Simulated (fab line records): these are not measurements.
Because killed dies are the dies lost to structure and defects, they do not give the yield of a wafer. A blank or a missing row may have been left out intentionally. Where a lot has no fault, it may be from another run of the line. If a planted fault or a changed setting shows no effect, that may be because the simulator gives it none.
Which tool is to blame? :: flow nand harc :: Sampling: 12 lots, 36 wafers, 3 of 1159 route steps

## WHAT EACH GAUGE READ, for each wafer
NHARC_A_SGD_CUT_INSPECT_25.
lot: L076
measured: day 14 12:45
on: defect inspect-02
raw defect count: 367 329 350

lot: L077
measured: day 14 19:42
on: defect inspect-02
raw defect count: 387 290 268

lot: L081
measured: day 16 05:43
on: defect inspect-02
raw defect count: 348 408 449

lot: L079
measured: day 16 05:53
on: defect inspect-01
raw defect count: 416 370 383

lot: L080
measured: day 16 05:53
on: defect inspect-02
raw defect count: 223 215 254

lot: L086
measured: day 17 03:26
on: defect inspect-01
raw defect count: 312 397 404

lot: L085
measured: day 18 02:16
on: defect inspect-01
raw defect count: 286 243 334

lot: L091
measured: day 18 09:19
on: defect inspect-02
raw defect count: 261 265 268

lot: L089
measured: day 18 15:47
on: defect inspect-01
raw defect count: 273 282 221

lot: L092
measured: day 19 02:14
on: defect inspect-02
raw defect count: 279 313 317

lot: L097
measured: day 19 22:08
on: defect inspect-01
raw defect count: 217 330 367

lot: L096
measured: day 19 22:33
on: defect inspect-02
raw defect count: 253 195 186

## EACH LOT AND THE TOOL THAT RAN IT (in order: tool; ch and the chambers of the sampled wafers; start)
lot: L076
NHARC_A_STAIRCASE_STRIP_475: rie diel-10 ch 0,1,3, day 14 01:25 or earlier
NHARC_A_STAIRCASE_DEP_471: pecvd-01 ch 0,2, day 14 01:25

lot: L077
NHARC_A_STAIRCASE_STRIP_475: rie diel-07 ch 0,1,3, day 14 11:36 or earlier
NHARC_A_STAIRCASE_DEP_471: pecvd-01 ch 0,1,2, day 14 11:36

lot: L081
NHARC_A_STAIRCASE_STRIP_475: rie diel-09 ch 0,3, day 15 20:56
NHARC_A_STAIRCASE_DEP_471: pecvd-02 ch 0,2, day 15 21:06

lot: L079
NHARC_A_STAIRCASE_STRIP_475: rie diel-09 ch 0,3, day 15 21:12
NHARC_A_STAIRCASE_DEP_471: pecvd-03 ch 0,2, day 15 21:30

lot: L080
NHARC_A_STAIRCASE_STRIP_475: rie diel-07 ch 2,3, day 15 22:56 or earlier
NHARC_A_STAIRCASE_DEP_471: pecvd-02 ch 0,1,2, day 15 22:56

lot: L086
NHARC_A_STAIRCASE_STRIP_475: rie diel-07 ch 0,1,3, day 16 19:27 or earlier
NHARC_A_STAIRCASE_DEP_471: pecvd-03 ch 0,1,2, day 16 19:27

lot: L085
NHARC_A_STAIRCASE_STRIP_475: rie diel-10 ch 1,2,3, day 17 18:23 or earlier
NHARC_A_STAIRCASE_DEP_471: pecvd-02 ch 0,2, day 17 18:23

lot: L091
NHARC_A_STAIRCASE_STRIP_475: rie diel-10 ch 0,1,3, day 18 00:26 or earlier
NHARC_A_STAIRCASE_DEP_471: pecvd-03 ch 0,1,2, day 18 00:26

lot: L089
NHARC_A_STAIRCASE_STRIP_475: rie diel-10 ch 0,3, day 18 07:16 or earlier
NHARC_A_STAIRCASE_DEP_471: pecvd-01 ch 0,1,2, day 18 07:16

lot: L092
NHARC_A_STAIRCASE_STRIP_475: rie diel-09 ch 0,2,3, day 18 18:40 or earlier
NHARC_A_STAIRCASE_DEP_471: pecvd-03 ch 1,2, day 18 18:40

lot: L097
NHARC_A_STAIRCASE_STRIP_475: rie diel-07 ch 0,2,3, day 19 13:23 or earlier
NHARC_A_STAIRCASE_DEP_471: pecvd-03 ch 0,1,2, day 19 13:23

lot: L096
NHARC_A_STAIRCASE_STRIP_475: rie diel-10 ch 1,2,3, day 19 14:25 or earlier
NHARC_A_STAIRCASE_DEP_471: pecvd-02 ch 1,2, day 19 14:25
- NHARC_A_STAIRCASE_STRIP_475: strips in O2, time 20 s.
- NHARC_A_STAIRCASE_DEP_471: deposits SiO2, target thk 100 nm.

## THE ANSWER, worked out from the rows above alone
Rule: the usual values come from the lots themselves. Put in order of their means at a reading, lots are off if they are a third of the lots or fewer, leave a main group of 4 or more, and stand apart from it by a gap of 3 or more times the standard deviation of the main group's means; of several such gaps the widest counts. A main group is skipped when, at the precision printed for the reading in the tables above, its means are all equal. A lot without any number at a reading at which 4 lots or more have one is off too. Any other lot the step has rows for is counted as sound.
No lot is off on any of the readings shown, so nothing can be concluded from this.

## WHAT WAS PUT IN BY THE SIMULATOR
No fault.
